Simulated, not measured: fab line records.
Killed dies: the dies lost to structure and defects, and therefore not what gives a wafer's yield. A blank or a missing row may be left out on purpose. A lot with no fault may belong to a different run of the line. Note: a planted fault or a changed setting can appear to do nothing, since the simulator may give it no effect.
Split-lot trial :: flow n5-finfet :: 7 lots, 21 wafers read, on a route of 1938 steps

ON THE SPLIT
At N5_SDB_COAT_05 (resist thk 90 nm), the setting spin-rpm was moved away from the recipe's 1500 rpm on 8 of the 21 wafers read, by -8.5% to -3.3%. All remaining wafers had this setting at the recipe value.

FROM THE SPLIT TO THE READING: what the file shows between them, 2 steps
- N5_SDB_EXPOSE_08: exposes mask SDB (also split here: dose-mj)
- N5_SDB_PEB_09: peb time 60 s

THE READING
CAR-ArF_of_SDB_COAT_05.thk-nm (the simulator's own value, which no gauge read), in nm, at N5_SDB_DEVELOP_10 (develop time 30 s). There is no usual value for it anywhere in the file. Here, 13 wafers ran the recipe; their average is 88.4 nm with a standard deviation of 0.24 nm.

wafer: L084.3
tool, chamber at the split: litho-track-05, 0
spin-rpm as run, rpm: 1373
against the recipe: -8.5%
CAR-ArF_of_SDB_COAT_05.thk-nm, nm: 92
against lot-mates on the recipe: +3.6

wafer: L084.4
tool, chamber at the split: litho-track-05, 0
spin-rpm as run, rpm: 1373
against the recipe: -8.5%
CAR-ArF_of_SDB_COAT_05.thk-nm, nm: 92.4
against lot-mates on the recipe: +4.0

wafer: L084.5
tool, chamber at the split: litho-track-05, 0
spin-rpm as run, rpm: 1500
against the recipe: recipe
CAR-ArF_of_SDB_COAT_05.thk-nm, nm: 88.4
against lot-mates on the recipe: -

wafer: L085.1
tool, chamber at the split: litho-track-02, 0
spin-rpm as run, rpm: 1500
against the recipe: recipe
CAR-ArF_of_SDB_COAT_05.thk-nm, nm: 88.6
against lot-mates on the recipe: -

wafer: L085.2
tool, chamber at the split: litho-track-02, 0
spin-rpm as run, rpm: 1500
against the recipe: recipe
CAR-ArF_of_SDB_COAT_05.thk-nm, nm: 88.6
against lot-mates on the recipe: -

wafer: L085.3
tool, chamber at the split: litho-track-02, 0
spin-rpm as run, rpm: 1500
against the recipe: recipe
CAR-ArF_of_SDB_COAT_05.thk-nm, nm: 88.4
against lot-mates on the recipe: -

wafer: L086.3
tool, chamber at the split: litho-track-02, 0
spin-rpm as run, rpm: 1500
against the recipe: recipe
CAR-ArF_of_SDB_COAT_05.thk-nm, nm: 88.2
against lot-mates on the recipe: -

wafer: L086.4
tool, chamber at the split: litho-track-02, 0
spin-rpm as run, rpm: 1500
against the recipe: recipe
CAR-ArF_of_SDB_COAT_05.thk-nm, nm: 88.2
against lot-mates on the recipe: -

wafer: L086.5
tool, chamber at the split: litho-track-02, 0
spin-rpm as run, rpm: 1500
against the recipe: recipe
CAR-ArF_of_SDB_COAT_05.thk-nm, nm: 88.2
against lot-mates on the recipe: -

wafer: L089.1
tool, chamber at the split: litho-track-02, 0
spin-rpm as run, rpm: 1389
against the recipe: -7.4%
CAR-ArF_of_SDB_COAT_05.thk-nm, nm: 91.8
against lot-mates on the recipe: +3.0

wafer: L089.5
tool, chamber at the split: litho-track-02, 0
spin-rpm as run, rpm: 1500
against the recipe: recipe
CAR-ArF_of_SDB_COAT_05.thk-nm, nm: 88.8
against lot-mates on the recipe: -

wafer: L089.6
tool, chamber at the split: litho-track-02, 0
spin-rpm as run, rpm: 1389
against the recipe: -7.4%
CAR-ArF_of_SDB_COAT_05.thk-nm, nm: 92.2
against lot-mates on the recipe: +3.4

wafer: L090.2
tool, chamber at the split: litho-track-02, 0
spin-rpm as run, rpm: 1451
against the recipe: -3.3%
CAR-ArF_of_SDB_COAT_05.thk-nm, nm: 89.8
against lot-mates on the recipe: +1.2

wafer: L090.4
tool, chamber at the split: litho-track-02, 0
spin-rpm as run, rpm: 1451
against the recipe: -3.3%
CAR-ArF_of_SDB_COAT_05.thk-nm, nm: 89.8
against lot-mates on the recipe: +1.2

wafer: L090.5
tool, chamber at the split: litho-track-02, 0
spin-rpm as run, rpm: 1500
against the recipe: recipe
CAR-ArF_of_SDB_COAT_05.thk-nm, nm: 88.6
against lot-mates on the recipe: -

wafer: L096.1
tool, chamber at the split: litho-track-05, 0
spin-rpm as run, rpm: 1423
against the recipe: -5.1%
CAR-ArF_of_SDB_COAT_05.thk-nm, nm: 91
against lot-mates on the recipe: +2.6

wafer: L096.2
tool, chamber at the split: litho-track-05, 0
spin-rpm as run, rpm: 1423
against the recipe: -5.1%
CAR-ArF_of_SDB_COAT_05.thk-nm, nm: 91.2
against lot-mates on the recipe: +2.8

wafer: L096.6
tool, chamber at the split: litho-track-05, 0
spin-rpm as run, rpm: 1500
against the recipe: recipe
CAR-ArF_of_SDB_COAT_05.thk-nm, nm: 88.4
against lot-mates on the recipe: -

wafer: L097.2
tool, chamber at the split: litho-track-02, 0
spin-rpm as run, rpm: 1500
against the recipe: recipe
CAR-ArF_of_SDB_COAT_05.thk-nm, nm: 88.2
against lot-mates on the recipe: -

wafer: L097.4
tool, chamber at the split: litho-track-02, 0
spin-rpm as run, rpm: 1500
against the recipe: recipe
CAR-ArF_of_SDB_COAT_05.thk-nm, nm: 88
against lot-mates on the recipe: -

wafer: L097.5
tool, chamber at the split: litho-track-02, 0
spin-rpm as run, rpm: 1500
against the recipe: recipe
CAR-ArF_of_SDB_COAT_05.thk-nm, nm: 88
against lot-mates on the recipe: -

THE FIT
A straight line over all 21 wafers: CAR-ArF_of_SDB_COAT_05.thk-nm changes by -0.478 nm for each +1% of spin-rpm; r = -0.99; the points scatter about the line by 0.25 nm.
The same after taking each lot's own level away (the mean of its wafers on the recipe; 21 wafers): -0.451 nm for each +1%; r = -0.99; scatter 0.19 nm.
Per that fit: largest spin-rpm move, reading shift of 3.8 nm.
From 88.07 to 88.80 nm: that is the span of the lots' own levels, equal to 3.1 times the standard deviation above.
Consequently the slope shifts little with the lot-to-lot level, the two slopes agreeing.
Check: +3.88 nm against its lot-mates is what the line predicts for one of the wafers moved furthest among these (-8.5%) when that wafer is left out of the fit. Against them it came out at +3.6 nm.

THE OTHER SPLITS THESE WAFERS WENT THROUGH
These wafers also went through other splits before the reading. Each is held against what the fit with the lots' levels taken away leaves over:
other split on the same wafers: N5_PMOS_HMC_CHANNEL_EPI_COAT_03 spin-rpm
wafers away from the commonest value: 5
r with CAR-ArF_of_SDB_COAT_05.thk-nm (lot level and that fit taken away): -0.02

other split on the same wafers: N5_PMOS_HMC_CHANNEL_EPI_DEVELOP_08 develop-time-s
wafers away from the commonest value: 9
r with CAR-ArF_of_SDB_COAT_05.thk-nm (lot level and that fit taken away): +0.11

other split on the same wafers: N5_FIN_SAQP_ETCH_65 time-s
wafers away from the commonest value: 4
r with CAR-ArF_of_SDB_COAT_05.thk-nm (lot level and that fit taken away): +0.19

other split on the same wafers: N5_FIN_CUT_ETCH_21 time-s
wafers away from the commonest value: 6
r with CAR-ArF_of_SDB_COAT_05.thk-nm (lot level and that fit taken away): -0.19

other split on the same wafers: N5_SD_EPI_N_EPI_21 epi-growth-time-s
wafers away from the commonest value: 5
r with CAR-ArF_of_SDB_COAT_05.thk-nm (lot level and that fit taken away): +0.43

other split on the same wafers: N5_SD_EPI_P_EXPOSE_06 dose-mj
wafers away from the commonest value: 5
r with CAR-ArF_of_SDB_COAT_05.thk-nm (lot level and that fit taken away): -0.17

other split on the same wafers: N5_SDB_EXPOSE_08 dose-mj
wafers away from the commonest value: 7
r with CAR-ArF_of_SDB_COAT_05.thk-nm (lot level and that fit taken away): +0.46

THE WHOLE CHAIN: every reading that the file lists as answering this split, in the file's order
step: N5_SDB_COAT_05
what it does: resist thk 90 nm
reading: CAR-ArF_of_SDB_COAT_05.thk-nm (the simulator's own value, which no gauge read)
change (the file's fit): -0.468 nm for each +1% of the setting
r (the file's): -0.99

step: N5_SDB_DEVELOP_10
what it does: develop time 30 s
reading: CAR-ArF_of_SDB_COAT_05.thk-nm (the simulator's own value, which no gauge read)
change (the file's fit): -0.45 nm for each +1% of the setting
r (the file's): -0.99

FILE'S OWN FIT
CAR-ArF_of_SDB_COAT_05.thk-nm changes by -0.45 nm for each +1% of spin-rpm, r = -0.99.
